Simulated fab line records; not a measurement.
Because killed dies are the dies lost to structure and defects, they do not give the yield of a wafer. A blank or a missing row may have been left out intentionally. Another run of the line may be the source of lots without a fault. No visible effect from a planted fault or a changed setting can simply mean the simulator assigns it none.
Struck lot and sound lot, side by side -- flow n5 finfet -- 18 out of 1938 route steps
Sound: wafers L771.1, L771.3, L771.5. Struck: wafers L782.2, L782.5. (L782.1 of the same lot was not struck and is left out.) The cause comes at the end.
For every step that has rows: the tool of each side, followed by ch and its chambers, followed by its first start. Under that, the readings that differ: sound wafers -- struck wafers -- difference of the means -- sigmas: that difference in standard deviations of wafers without a fault.
alike: readings with means less than 2 such deviations apart, plus words and numbers identical on both sides. not compared: withheld readings, readings lacking a value on some wafer, bounds such as >300 that could conceal the same value, and numbers that have no deviation in the record and whose values overlap.
A row with sigmas, a row that says differs or no value, or rows on one side alone: a step with any of these is where the two part. Numbers that have no deviation but don't overlap get no sigmas and don't part them. A reading that every wafer of one side lacks parts them only if that side has two wafers or more.

first, 6 steps without rows for these wafers: N5_DUMMY_GATE_COAT_09 (resist thk 30 nm); N5_DUMMY_GATE_EBR_11; N5_DUMMY_GATE_SOFTBAKE_10 (time 60 s); N5_DUMMY_GATE_EXPOSE_12 (exposes mask GATE, target cd 25 nm); N5_DUMMY_GATE_PEB_13 (peb time 60 s); N5_DUMMY_GATE_DEVELOP_14 (develop time 30 s).
N5_DUMMY_GATE_CD_MEAS_15 targets a cd of 25.8 nm.
  sound on cd sem-01 ch 0, day 3 10:31; struck on cd sem-01 ch 0, day 6 07:49
  alike: cd nm
N5_DUMMY_GATE_OVL_MEAS_16:
  sound on overlay-01 ch 0, day 3 10:33; struck on overlay-01 ch 0, day 6 07:52
  alike: GATE_OVL
N5_DUMMY_GATE_INSPECT_17: inspects for defects (brightfield).
  struck on defect inspect-01, day 6 07:55; sound on defect inspect-01, day 3 10:37
  alike: raw defect count
N5_DUMMY_GATE_DESCUM_20: chemistry O2, time 6.2 s.
  sound on rie diel-06 ch 0,1,3, day 3 10:38; struck on rie diel-06 ch 2, day 6 08:04
  alike: drypump motor current A, oes product au, rf vpp V, showerhead plenum p Torr, throttle valve pct
  not compared: rf hours counter h
N5_DUMMY_GATE_ETCH_29: etches underlayer in N2/H2, target depth 13 nm.
  sound on rie diel-06 ch 0,1,3, day 3 10:43; struck on rie diel-06 ch 2, day 6 08:08
  alike: drypump motor current A, oes product au, rf fwd power W, rf vpp V, showerhead plenum p Torr, throttle valve pct
  not compared: rf hours counter h
N5_DUMMY_GATE_ETCH_36: etches SiARC in CF4, target depth 13 nm.
  sound on rie diel-06 ch 0,1,3, day 3 10:45; struck on rie diel-06 ch 2, day 6 08:10
reading,sound,struck,difference,sigmas
rf fwd power W (W),540.0 540.0 539.7,533.8 534.4,-5.8,-3
  alike: drypump motor current A, oes product au, rf vpp V, showerhead plenum p Torr, throttle valve pct
  not compared: rf hours counter h
N5_DUMMY_GATE_ETCH_37: etches SOC in N2/H2, target depth 60 nm, overetch 30 nm.
  sound on rie diel-06 ch 0,1,3, day 3 10:47; struck on rie diel-06 ch 2, day 6 08:13
reading,sound,struck,difference,sigmas
drypump motor current A (A),6.0 6.2 5.9,5.2 5.2,-0.8,-2
rf fwd power W (W),832 834 832,1026 1027,+194,+55
rf vpp V (V),523.6 527.5 527.1,490.2 489.7,-36.1,-13
model.SiARC_of_DUMMY_GATE_COAT_35.thk nm (nm),5.2 5 5,4.4 4.4,-0.7,
  alike: oes product au, showerhead plenum p Torr, throttle valve pct
  not compared: rf hours counter h
then, 2 steps without rows for these wafers: N5_DUMMY_GATE_STRIP_38 (strips in N2/H2); N5_DUMMY_GATE_STRIP_39 (strips in N2/H2).
N5_DUMMY_GATE_TRIM_49: chemistry O2, time 29 s, target cd 14 nm.
  sound on rie si-01 ch 2,3, day 3 10:52; struck on rie si-01 ch 2, day 6 08:17
  alike: drypump motor current A, oes product au, throttle valve pct
  not compared: rf hours counter h, model.DUMMY_GATE.cd nm
N5_DUMMY_GATE_STRIP_40: strips in CF4.
  sound on rie diel-06 ch 0,3, day 3 10:58; struck on rie diel-06 ch 2,3, day 6 08:23
  alike: drypump motor current A, oes product au, rf vpp V, showerhead plenum p Torr, throttle valve pct
  not compared: rf hours counter h
-- a jump in the record: the struck wafers' starts before and after are 5 days apart (it breaks off in module DUMMY_GATE and resumes in module BEOL_M4, where the first step shown is number 1111 of the route) --
N5_BEOL_M4_RC_MEAS_101:
  sound on prober-01 ch 0, day 8 11:54; struck on prober-02 ch 0, day 11 01:24
  alike: DIBL_N, DIBL_P, IOFF_N, IOFF_P, ION_N, ION_P, SS_N, SS_P, VT_N, VT_P

WHERE THEY PART
Last at N5_DUMMY_GATE_ETCH_37 as far as this record goes, first at N5_DUMMY_GATE_ETCH_36. Later steps at which nothing parts them and some readings are alike: N5_DUMMY_GATE_TRIM_49, N5_DUMMY_GATE_STRIP_40, N5_BEOL_M4_RC_MEAS_101.

WHY: what had been put in by the simulator
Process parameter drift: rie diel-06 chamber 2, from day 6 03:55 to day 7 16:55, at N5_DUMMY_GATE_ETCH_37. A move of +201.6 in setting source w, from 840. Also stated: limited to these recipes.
